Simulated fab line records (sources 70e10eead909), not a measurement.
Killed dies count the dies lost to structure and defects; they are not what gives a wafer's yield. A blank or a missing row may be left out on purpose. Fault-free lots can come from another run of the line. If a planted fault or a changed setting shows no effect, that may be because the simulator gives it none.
What tool caused it?    flow nand harc    36 wafers sampled from 12 lots at 1 step of a route of 1302

## WHAT EACH GAUGE READ, for each wafer
NHARC_A_ONON_D2_THK_MEAS_08: measures by ellipsometry.
lot   measured      on             thk nm (nm)
L075  day 13 04:51  film metro-02  1007 1008 1007
L077  day 14 00:48  film metro-02  1011 1011 1010
L079  day 14 10:58  film metro-01  1000 996 996
L081  day 15 22:13  film metro-02  988 990 989
L083  day 16 13:42  film metro-02  1004 1006 1004
L084  day 16 22:54  film metro-01  985 985 984
L087  day 17 15:05  film metro-01  1006 1007 1006
L088  day 18 16:42  film metro-02  1003 1003 1002
L091  day 19 22:06  film metro-01  992 992 990
L094  day 20 15:37  film metro-02  986 988 985
L095  day 21 14:03  film metro-01  1010 1010 1010
L097  day 22 23:23  film metro-02  1016 1016 1017

## TOOL THAT RAN EACH LOT (tool first, then ch and the chambers of the sampled wafers, then the start)
No process step before these readings appears in the record.

## THE ANSWER, worked out from the rows above alone
Rule: usual is defined by the lots themselves. The widest of any qualifying gaps counts: lots, ordered by their means at a reading, are off when they make up no more than a third of the lots, leave a main group of 4 or more, and stand apart from it by 3 or more times the standard deviation of that group's means. The tables above print the reading to a certain number of digits; a main group whose means all agree to those digits is not used. Also off: a lot with no number at a reading for which 4 or more lots have one. The other lots that the step has rows for count as sound.
No lot is off at any reading shown: from this, nothing can be told.

## WHAT THE SIMULATOR HAD PUT IN
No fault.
